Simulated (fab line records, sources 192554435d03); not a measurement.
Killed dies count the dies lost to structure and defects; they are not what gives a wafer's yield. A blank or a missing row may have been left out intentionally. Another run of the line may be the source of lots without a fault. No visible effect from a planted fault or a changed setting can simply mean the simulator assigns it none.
The tool behind it: which one? || flow n5-finfet || 33 wafers from 11 lots sampled at 4 of the route's 1938 steps

== WHAT THE GAUGES SHOWED, per wafer ==
N5_BEOL_M10_THK_MEAS_53: measures by xrf.
{"lot": "L724", "measured": "day 11 00:17", "on": "film-metro-02", "M10_THK (nm)": "143.2 146.7 144.4"}
{"lot": "L722", "measured": "day 11 01:06", "on": "film-metro-01", "M10_THK (nm)": "141.9 138.9 139.8"}
{"lot": "L725", "measured": "day 11 04:46", "on": "film-metro-01", "M10_THK (nm)": "145.8 141.8 142.8"}
{"lot": "L726", "measured": "day 11 13:18", "on": "film-metro-01", "M10_THK (nm)": "143.5 146.0 144.4"}
{"lot": "L729", "measured": "day 12 03:08", "on": "film-metro-01", "M10_THK (nm)": "140.4 139.3 138.2"}
{"lot": "L728", "measured": "day 12 04:41", "on": "film-metro-01", "M10_THK (nm)": "140.7 142.6 145.1"}
{"lot": "L727", "measured": "day 12 11:31", "on": "film-metro-02", "M10_THK (nm)": "148.1 143.4 143.5"}
{"lot": "L734", "measured": "day 13 23:17", "on": "film-metro-01", "M10_THK (nm)": "143.6 143.5 144.7"}
{"lot": "L737", "measured": "day 14 03:53", "on": "film-metro-02", "M10_THK (nm)": "140.7 142.2 144.8"}
{"lot": "L738", "measured": "day 14 12:34", "on": "film-metro-02", "M10_THK (nm)": "143.5 140.3 144.1"}
{"lot": "L736", "measured": "day 14 16:30", "on": "film-metro-02", "M10_THK (nm)": "137.9 137.1 138.3"}

== WHICH TOOL RAN EACH LOT (tool, then ch and the chambers of the sampled wafers, then the start) ==
{"lot": "L724", "N5_BEOL_M10_ALD_74": "ald-metal-02 ch 0,2,3, day 10 22:21", "N5_BEOL_M10_ECD_50": "ecd-cu-02 ch 0,1, day 10 23:25", "N5_BEOL_M10_CMP_52": "cmp-02 ch 0,1,2, day 11 00:04"}
{"lot": "L722", "N5_BEOL_M10_ALD_74": "ald-metal-02 ch 0,1,3, day 10 23:29", "N5_BEOL_M10_ECD_50": "ecd-cu-01 ch 0,1, day 11 00:13", "N5_BEOL_M10_CMP_52": "cmp-04 ch 0,1,2, day 11 00:50"}
{"lot": "L725", "N5_BEOL_M10_ALD_74": "ald-metal-01 ch 1,2, day 11 03:15", "N5_BEOL_M10_ECD_50": "ecd-cu-01 ch 0,1, day 11 03:56", "N5_BEOL_M10_CMP_52": "cmp-02 ch 0,1,3, day 11 04:34"}
{"lot": "L726", "N5_BEOL_M10_ALD_74": "ald-metal-02 ch 0,1,3, day 11 11:48", "N5_BEOL_M10_ECD_50": "ecd-cu-01 ch 0,1, day 11 12:36", "N5_BEOL_M10_CMP_52": "cmp-02 ch 1,2, day 11 13:00"}
{"lot": "L729", "N5_BEOL_M10_ALD_74": "ald-metal-04 ch 0,1,3, day 12 00:54", "N5_BEOL_M10_ECD_50": "ecd-cu-01 ch 0,1, day 12 01:48", "N5_BEOL_M10_CMP_52": "cmp-02 ch 1,2,3, day 12 02:55"}
{"lot": "L728", "N5_BEOL_M10_ALD_74": "ald-metal-04 ch 0,2,3, day 12 01:44", "N5_BEOL_M10_ECD_50": "ecd-cu-02 ch 0,1, day 12 03:52", "N5_BEOL_M10_CMP_52": "cmp-04 ch 1,2, day 12 04:24"}
{"lot": "L727", "N5_BEOL_M10_ALD_74": "ald-metal-01 ch 0,1,3, day 12 08:17", "N5_BEOL_M10_ECD_50": "ecd-cu-02 ch 0,1, day 12 10:41", "N5_BEOL_M10_CMP_52": "cmp-02 ch 0,1,3, day 12 11:14"}
{"lot": "L734", "N5_BEOL_M10_ALD_74": "ald-metal-04 ch 1,2,3, day 13 20:10", "N5_BEOL_M10_ECD_50": "ecd-cu-01 ch 0,1, day 13 22:26", "N5_BEOL_M10_CMP_52": "cmp-02 ch 0,1,2, day 13 23:02"}
{"lot": "L737", "N5_BEOL_M10_ALD_74": "ald-metal-02 ch 0,1, day 14 02:01", "N5_BEOL_M10_ECD_50": "ecd-cu-02 ch 0,1, day 14 02:47", "N5_BEOL_M10_CMP_52": "cmp-02 ch 0,1,3, day 14 03:35"}
{"lot": "L738", "N5_BEOL_M10_ALD_74": "ald-metal-04 ch 0,3, day 14 10:33", "N5_BEOL_M10_ECD_50": "ecd-cu-01 ch 0,1, day 14 11:25", "N5_BEOL_M10_CMP_52": "cmp-01 ch 0,1,3, day 14 12:20"}
{"lot": "L736", "N5_BEOL_M10_ALD_74": "ald-metal-01 ch 1,2, day 14 15:06", "N5_BEOL_M10_ECD_50": "ecd-cu-01 ch 0,1, day 14 15:48", "N5_BEOL_M10_CMP_52": "cmp-01 ch 2,3, day 14 16:14"}
- N5_BEOL_M10_ALD_74: deposits TaN, target thk 2 nm, pulse time 2 s, purge time 3 s.
- N5_BEOL_M10_ECD_50: material Cu, target thk 318 nm.
- N5_BEOL_M10_CMP_52: polishes, stops on SiCOH lowk, t overpolish 7 s, target thk 140 nm.

== THE ANSWER, worked out from the rows above alone ==
Rule: what is usual is taken from the lots themselves. Put in order of their means at a reading, lots are off if they are a third of the lots or fewer, leave a main group of 4 or more, and stand apart from it by a gap of 3 or more times the standard deviation of the main group's means; of several such gaps the widest counts. If all means in a main group match to the digits the tables above print for the reading, that group is not used. A lot without any number at a reading at which 4 lots or more have one is off too. All remaining lots with rows at the step are treated as sound.
Across all readings shown, no lot is off: no conclusion can be drawn from this.

== WHAT THE SIMULATOR PUT IN ==
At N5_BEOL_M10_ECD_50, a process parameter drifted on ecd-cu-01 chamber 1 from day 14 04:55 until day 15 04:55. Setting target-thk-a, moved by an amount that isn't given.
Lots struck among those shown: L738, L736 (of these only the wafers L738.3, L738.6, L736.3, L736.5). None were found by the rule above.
